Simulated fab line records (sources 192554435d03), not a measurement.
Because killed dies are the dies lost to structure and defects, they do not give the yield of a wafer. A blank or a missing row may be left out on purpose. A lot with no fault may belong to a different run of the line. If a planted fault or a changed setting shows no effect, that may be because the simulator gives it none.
Matching of chambers | flow n5-finfet | N5_BEOL_M7_STRIP_67 on rie-diel-04: 4 sister chambers
The step strips in CF4. 8 wafers are shown with their chamber, then 9 later ones without.

## WAFERS, EACH WITH ITS CHAMBER
wafer  | chamber | throttle-valve-pct (%) | showerhead-plenum-p-Torr (Torr)
L079.3 | 1       | 13.57                  | 1.86
L079.4 | 3       | 13.87                  | 1.77
L079.6 | 0       | 13.97                  | 1.78
L080.5 | 2       | 13.39                  | 1.78
L080.6 | 3       | 13.86                  | 1.77
L086.2 | 0       | 14.01                  | 1.77
L086.3 | 2       | 13.43                  | 1.77
L086.6 | 1       | 13.58                  | 1.86

## WAFERS MISSING THEIR CHAMBER
wafer  | throttle-valve-pct (%) | showerhead-plenum-p-Torr (Torr)
L087.1 | 13.44                  | 1.77
L087.3 | 13.90                  | 1.77
L087.6 | 13.60                  | 1.85
L088.1 | 13.61                  | 1.85
L088.4 | 13.44                  | 1.77
L088.6 | 14.01                  | 1.77
L093.1 | 14.03                  | 1.77
L093.3 | 13.63                  | 1.85
L093.4 | 13.64                  | 1.85

## THE CHAMBER EACH PASSED THROUGH
wafer  | from the rows above | in truth
L087.1 | 2                   | 2
L087.3 | 3                   | 3
L087.6 | 1                   | 1
L088.1 | 1                   | 1
L088.4 | 2                   | 2
L088.6 | 0                   | 0
L093.1 | 0                   | 0
L093.3 | 1                   | 1
L093.4 | 1                   | 1
Correct placement for 9 of the 9. Can't be placed from these rows: 0. Placed wrongly: 0.
How it was worked out, from the rows above alone: a wafer's distance from a chamber is the root of the sum, over the readings, of the square of ((its reading less the chamber's mean) divided by the reading's scatter). The wafer belongs to the nearest chamber; if the next one is less than 2 further off, it can't be placed. The mean given for a chamber averages the wafers shown for that chamber. How the scatter is found: for the shown wafers, subtract from each reading the mean of its chamber, square and add these, divide the total by (wafers less chambers), then take the root.
